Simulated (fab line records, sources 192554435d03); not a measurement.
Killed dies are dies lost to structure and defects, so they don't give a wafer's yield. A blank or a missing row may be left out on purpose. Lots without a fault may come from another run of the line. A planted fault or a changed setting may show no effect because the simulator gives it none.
Which tool did it? | flow n5_finfet | 24 lots, 72 wafers sampled, at 5 steps of a route of 1938

WHAT THE GAUGES READ, wafer by wafer
N5_BEOL_M1_THK_MEAS_53: measures by xrf. Usual: M1_THK 40.9 nm, standard deviation 1.9.
lot  | measured     | on            | M1_THK (nm)    | flag
L074 | day 6 08:59  | film_metro-01 | 37.3 41.9 45.0 |
L075 | day 6 11:46  | film_metro-01 | 44.7 41.3 41.6 |
L076 | day 6 17:46  | film_metro-02 | 43.2 40.7 40.4 |
L077 | day 7 04:25  | film_metro-01 | 39.0 42.0 41.5 |
L078 | day 7 10:16  | film_metro-02 | 37.6 40.2 39.3 |
L079 | day 7 13:29  | film_metro-01 | 41.1 39.1 41.9 |
L080 | day 8 05:54  | film_metro-02 | 40.7 38.0 41.9 |
L081 | day 8 09:20  | film_metro-01 | 40.0 41.9 42.6 |
L082 | day 8 10:30  | film_metro-01 | 41.2 41.4 40.7 |
L083 | day 8 14:58  | film_metro-02 | 43.0 41.6 40.6 |
L084 | day 8 15:37  | film_metro-02 | 41.1 37.3 39.8 |
L086 | day 9 10:46  | film_metro-02 | 39.1 39.9 41.3 |
L085 | day 9 16:30  | film_metro-01 | 42.0 41.7 43.7 |
L087 | day 9 17:25  | film_metro-01 | 39.4 40.9 40.0 |
L088 | day 9 22:23  | film_metro-02 | 40.8 38.2 39.6 |
L089 | day 10 04:09 | film_metro-02 | 37.6 39.1 39.9 |
L090 | day 10 10:11 | film_metro-02 | 39.2 39.6 41.4 |
L091 | day 10 18:56 | film_metro-01 | 41.9 43.8 42.4 |
L092 | day 11 00:56 | film_metro-01 | 41.5 40.6 40.3 |
L093 | day 11 00:40 | film_metro-01 | 40.8 41.8 44.9 |
L094 | day 11 11:19 | film_metro-01 | 40.6 39.2 39.9 |
L095 | day 11 22:02 | film_metro-01 | 42.1 43.4 41.6 |
L096 | day 12 02:20 | film_metro-02 | 38.6 41.8 41.7 |
L097 | day 12 13:53 | film_metro-01 | 38.6 40.4 39.4 |

N5_BEOL_M1_RS_MEAS_58: measures by four-point-probe. Usual: M1_RS 0.66 ohm/sq, standard deviation 0.038.
lot  | measured     | on            | M1_RS (ohm/sq) | flag
L074 | day 6 09:22  | film_metro-02 | 0.75 0.64 0.59 |
L075 | day 6 12:02  | film_metro-01 | 0.60 0.66 0.65 |
L076 | day 6 18:02  | film_metro-02 | 0.61 0.66 0.67 |
L077 | day 7 04:41  | film_metro-01 | 0.70 0.63 0.64 |
L078 | day 7 10:35  | film_metro-01 | 0.72 0.67 0.69 |
L079 | day 7 13:46  | film_metro-02 | 0.66 0.70 0.64 |
L080 | day 8 06:10  | film_metro-02 | 0.66 0.72 0.64 |
L081 | day 8 09:35  | film_metro-02 | 0.67 0.63 0.62 |
L082 | day 8 10:50  | film_metro-02 | 0.66 0.65 0.67 |
L083 | day 8 15:14  | film_metro-01 | 0.61 0.64 0.66 |
L084 | day 8 15:53  | film_metro-02 | 0.66 0.74 0.68 |
L086 | day 9 11:02  | film_metro-02 | 0.69 0.67 0.65 |
L085 | day 9 16:47  | film_metro-01 | 0.64 0.64 0.60 |
L087 | day 9 17:43  | film_metro-01 | 0.69 0.66 0.68 |
L088 | day 9 22:38  | film_metro-01 | 0.66 0.71 0.68 |
L089 | day 10 04:25 | film_metro-01 | 0.74 0.70 0.68 |
L090 | day 10 10:26 | film_metro-01 | 0.70 0.69 0.65 |
L091 | day 10 19:11 | film_metro-02 | 0.64 0.61 0.63 |
L092 | day 11 01:11 | film_metro-01 | 0.65 0.67 0.67 |
L093 | day 11 00:55 | film_metro-01 | 0.67 0.65 0.59 |
L094 | day 11 11:38 | film_metro-02 | 0.67 0.70 0.68 |
L095 | day 11 22:31 | film_metro-01 | 0.64 0.62 0.65 |
L096 | day 12 02:35 | film_metro-01 | 0.71 0.64 0.64 |
L097 | day 12 14:09 | film_metro-02 | 0.70 0.66 0.69 |

WHICH TOOL RAN EACH LOT (tool, then ch and the chambers of the sampled wafers, then the start)
lot  | N5_BEOL_M1_ALD_98                 | N5_BEOL_M1_ETCH_70                 | N5_BEOL_M1_SPUTTER_94
L074 | ald_sin-02 ch 0,2,3, day 6 01:57  | rie_diel-03 ch 0,3, day 6 04:32    | pvd_sputter-02, day 6 07:59
L075 | ald_sin-03 ch 0,1,3, day 6 07:09  | rie_diel-01 ch 0,1, day 6 07:41    | pvd_sputter-01, day 6 10:46
L076 | ald_sin-02 ch 0,2,3, day 6 11:44  | rie_diel-02 ch 1,3, day 6 12:13    | pvd_sputter-01, day 6 16:46
L077 | ald_sin-04 ch 0,3, day 6 19:11    | rie_diel-01 ch 0,1, day 7 00:17    | pvd_sputter-03, day 7 03:25
L078 | ald_sin-04 ch 0,2,3, day 7 03:17  | rie_diel-02 ch 0,1,3, day 7 06:17  | pvd_sputter-02, day 7 09:16
L079 | ald_sin-03 ch 1,2,3, day 7 08:22  | rie_diel-02 ch 0,1,3, day 7 09:17  | pvd_sputter-03, day 7 12:29
L080 | ald_sin-04 ch 0,1, day 7 14:50    | rie_diel-01 ch 1,3, day 8 01:07    | pvd_sputter-01, day 8 04:53
L081 | ald_sin-02 ch 0,1, day 8 02:31    | rie_diel-01 ch 0,1, day 8 04:59    | pvd_sputter-02, day 8 08:19
L082 | ald_sin-03 ch 1,2,3, day 8 04:45  | rie_diel-02 ch 0,2,3, day 8 06:16  | pvd_sputter-03, day 8 09:29
L083 | ald_sin-02 ch 0,1, day 8 11:09    | rie_diel-02 ch 0,2, day 8 11:19    | pvd_sputter-01, day 8 13:58
L084 | ald_sin-02 ch 0,2,3, day 8 11:38  | rie_diel-01 ch 0,2,3, day 8 11:47  | pvd_sputter-03, day 8 14:35
L086 | ald_sin-02 ch 2,3, day 9 04:05    | rie_diel-03 ch 0,2, day 9 06:41    | pvd_sputter-01, day 9 09:46
L085 | ald_sin-02 ch 0,3, day 9 04:22    | rie_diel-02 ch 0,1, day 9 12:08    | pvd_sputter-02, day 9 15:29
L087 | ald_sin-03 ch 1,3, day 9 08:52    | rie_diel-03 ch 0,1,2, day 9 13:22  | pvd_sputter-01, day 9 16:25
L088 | ald_sin-03 ch 0,1,3, day 9 16:07  | rie_diel-03 ch 0,2, day 9 16:38    | pvd_sputter-02, day 9 21:22
L089 | ald_sin-04 ch 0,1, day 9 23:08    | rie_diel-03 ch 2,3, day 10 00:19   | pvd_sputter-02, day 10 03:08
L090 | ald_sin-04 ch 2,3, day 10 05:59   | rie_diel-01 ch 0,1, day 10 06:11   | pvd_sputter-03, day 10 09:10
L091 | ald_sin-02 ch 0,3, day 10 07:13   | rie_diel-01 ch 0,1, day 10 14:42   | pvd_sputter-01, day 10 17:56
L092 | ald_sin-03 ch 0,1,2, day 10 19:52 | rie_diel-02 ch 0,1,2, day 10 20:02 | pvd_sputter-02, day 10 23:53
L093 | ald_sin-02 ch 2,3, day 10 20:35   | rie_diel-01 ch 0,1,3, day 10 20:46 | pvd_sputter-03, day 10 23:39
L094 | ald_sin-04 ch 0,3, day 11 02:52   | rie_diel-03 ch 0,1,3, day 11 07:04 | pvd_sputter-01, day 11 10:19
L095 | ald_sin-02 ch 0,1, day 11 13:43   | rie_diel-01 ch 0,3, day 11 17:24   | pvd_sputter-01, day 11 20:46
L096 | ald_sin-04 ch 1,3, day 11 18:21   | rie_diel-03 ch 0,1, day 11 21:56   | pvd_sputter-01, day 12 01:19
L097 | ald_sin-03 ch 1,2,3, day 12 04:36 | rie_diel-02 ch 0,1,2, day 12 07:14 | pvd_sputter-01, day 12 12:53
- N5_BEOL_M1_ALD_98: deposits SiO2, target thk 2.5 nm, pulse time 1 s, co reactant pulse time 1 s.
- N5_BEOL_M1_ETCH_70: etches SOC in N2/H2, target depth 80 nm, overetch 16 nm, time 120 s.
- N5_BEOL_M1_SPUTTER_94: material Cu, target thk 4.5 nm, time 8.29 s.

WHAT THE TOOLS THEMSELVES READ (means of the sampled wafers that have a number; where no wafer has one, the mark that the record gives instead)
N5_BEOL_M1_ALD_98. Usual: heater_power_w 80 W, standard deviation 8.9; precursor_pulse_height_rel 1.002, standard deviation 0.021.
lot  | tool       | heater_power_w (W) | precursor_pulse_height_rel | flag
L074 | ald_sin-02 | 76                 | 1.019                      |
L075 | ald_sin-03 | 73                 | 0.980                      |
L076 | ald_sin-02 | 76                 | 0.996                      |
L077 | ald_sin-04 | 84                 | 1.020                      |
L078 | ald_sin-04 | 80                 | 0.982                      |
L079 | ald_sin-03 | 75                 | 0.989                      |
L080 | ald_sin-04 | 89                 | 0.994                      |
L081 | ald_sin-02 | 72                 | 1.009                      |
L082 | ald_sin-03 | 75                 | 1.020                      |
L083 | ald_sin-02 | 74                 | 0.989                      |
L084 | ald_sin-02 | 77                 | 0.993                      |
L086 | ald_sin-02 | 82                 | 0.988                      |
L085 | ald_sin-02 | 76                 | 1.009                      |
L087 | ald_sin-03 | 67                 | 1.013                      |
L088 | ald_sin-03 | 73                 | 1.005                      |
L089 | ald_sin-04 | 85                 | 0.995                      |
L090 | ald_sin-04 | 79                 | 1.010                      |
L091 | ald_sin-02 | 76                 | 1.011                      |
L092 | ald_sin-03 | 83                 | 0.990                      |
L093 | ald_sin-02 | 81                 | 0.995                      |
L094 | ald_sin-04 | 81                 | 1.008                      |
L095 | ald_sin-02 | 75                 | 0.992                      |
L096 | ald_sin-04 | 88                 | 0.999                      |
L097 | ald_sin-03 | 76                 | 0.998                      |

N5_BEOL_M1_ETCH_70. Usual: drypump_motor_current_A 5.8 A, standard deviation 0.49; h2_flow_sccm 200.1 sccm, standard deviation 0.64; n2_flow_sccm 200.1 sccm, standard deviation 0.63; oes_product_au 0.58 a.u., standard deviation 0.06; rf_vpp_V 523.5 V, standard deviation 2.7; showerhead_plenum_p_Torr 2.52 Torr, standard deviation 0.088; throttle_valve_pct 17.8 %, standard deviation 0.3.
lot  | tool        | drypump_motor_current_A (A) | h2_flow_sccm (sccm) | n2_flow_sccm (sccm) | oes_product_au (a.u.) | rf_vpp_V (V) | showerhead_plenum_p_Torr (Torr) | throttle_valve_pct (%) | flag
L074 | rie_diel-03 | 5.2                         | 200.1               | 200.1               | 0.56                  | 524.1        | 2.57                            | 18.1                   |
L075 | rie_diel-01 | 5.9                         | 199.9               | 200.0               | 0.65                  | 524.3        | 2.53                            | 17.4                   |
L076 | rie_diel-02 | 6.0                         | 200.1               | 199.8               | 0.61                  | 524.9        | 2.58                            | 17.7                   |
L077 | rie_diel-01 | 6.2                         | 200.2               | 200.5               | 0.59                  | 522.8        | 2.46                            | 17.5                   |
L078 | rie_diel-02 | 5.7                         | 200.3               | 200.1               | 0.64                  | 524.2        | 2.56                            | 17.6                   |
L079 | rie_diel-02 | 5.7                         | 199.4               | 199.8               | 0.63                  | 524.9        | 2.56                            | 17.6                   |
L080 | rie_diel-01 | 6.6                         | 199.7               | 200.0               | 0.54                  | 521.9        | 2.48                            | 17.7                   |
L081 | rie_diel-01 | 6.2                         | 200.3               | 199.4               | 0.58                  | 521.4        | 2.46                            | 17.5                   |
L082 | rie_diel-02 | 5.4                         | 200.1               | 200.1               | 0.63                  | 523.0        | 2.52                            | 17.6                   |
L083 | rie_diel-02 | 5.5                         | 200.5               | 199.9               | 0.58                  | 521.1        | 2.43                            | 17.8                   |
L084 | rie_diel-01 | 6.0                         | 200.8               | 200.6               | 0.59                  | 524.7        | 2.57                            | 17.9                   |
L086 | rie_diel-03 | 5.4                         | 199.9               | 200.6               | 0.54                  | 525.7        | 2.60                            | 18.0                   |
L085 | rie_diel-02 | 5.9                         | 200.4               | 200.4               | 0.59                  | 522.9        | 2.51                            | 17.8                   |
L087 | rie_diel-03 | 5.5                         | 199.6               | 200.5               | 0.55                  | 523.3        | 2.55                            | 18.1                   |
L088 | rie_diel-03 | 5.5                         | 200.2               | 199.7               | 0.54                  | 526.1        | 2.61                            | 18.1                   |
L089 | rie_diel-03 | 5.2                         | 201.0               | 199.7               | 0.54                  | 523.6        | 2.55                            | 18.0                   |
L090 | rie_diel-01 | 5.9                         | 200.2               | 200.4               | 0.62                  | 523.5        | 2.52                            | 17.5                   |
L091 | rie_diel-01 | 6.3                         | 200.5               | 199.8               | 0.57                  | 522.1        | 2.45                            | 17.5                   |
L092 | rie_diel-02 | 5.7                         | 199.9               | 199.8               | 0.58                  | 521.5        | 2.47                            | 17.8                   |
L093 | rie_diel-01 | 6.2                         | 200.7               | 200.4               | 0.58                  | 523.5        | 2.53                            | 17.7                   |
L094 | rie_diel-03 | 5.5                         | 199.5               | 200.2               | 0.55                  | 522.7        | 2.52                            | 18.2                   |
L095 | rie_diel-01 | 5.9                         | 200.5               | 200.3               | 0.61                  | 526.0        | 2.59                            | 17.7                   |
L096 | rie_diel-03 | 5.7                         | 199.6               | 199.9               | 0.55                  | 522.2        | 2.49                            | 18.2                   |
L097 | rie_diel-02 | 5.7                         | 200.0               | 200.2               | 0.57                  | 521.8        | 2.46                            | 17.8                   |

N5_BEOL_M1_SPUTTER_94. Usual: throttle_valve_pct 29.7 %, standard deviation 0.93.
lot  | tool           | throttle_valve_pct (%) | flag
L074 | pvd_sputter-02 | 28.9                   |
L075 | pvd_sputter-01 | 29.9                   |
L076 | pvd_sputter-01 | 30.0                   |
L077 | pvd_sputter-03 | 29.4                   |
L078 | pvd_sputter-02 | 29.8                   |
L079 | pvd_sputter-03 | 29.8                   |
L080 | pvd_sputter-01 | 30.0                   |
L081 | pvd_sputter-02 | 28.8                   |
L082 | pvd_sputter-03 | 29.7                   |
L083 | pvd_sputter-01 | 30.0                   |
L084 | pvd_sputter-03 | 30.1                   |
L086 | pvd_sputter-01 | 29.8                   |
L085 | pvd_sputter-02 | 28.6                   |
L087 | pvd_sputter-01 | 29.7                   |
L088 | pvd_sputter-02 | 29.7                   |
L089 | pvd_sputter-02 | 29.5                   |
L090 | pvd_sputter-03 | 30.9                   |
L091 | pvd_sputter-01 | 29.9                   |
L092 | pvd_sputter-02 | 28.9                   |
L093 | pvd_sputter-03 | 29.5                   |
L094 | pvd_sputter-01 | 29.8                   |
L095 | pvd_sputter-01 | 30.4                   |
L096 | pvd_sputter-01 | 30.0                   |
L097 | pvd_sputter-01 | 29.4                   |

THE ANSWER, worked out from the rows above alone
Rule: a lot is off if the mean of its wafers that have a number lies more than 3 standard deviations from the usual mean. A lot without any number at a reading at which 4 lots or more have one is off too. The other lots that the step has rows for count as sound. The gauges are gone through in route order, then the tools' own readings, and for those a lot's mean is taken as printed above. The first step at which some lot is off is used, and at that step the reading that is off furthest; a lot without a number counts as furthest.
No lot is off at any reading shown: from this, nothing can be told.

WHAT THE SIMULATOR HAD PUT IN
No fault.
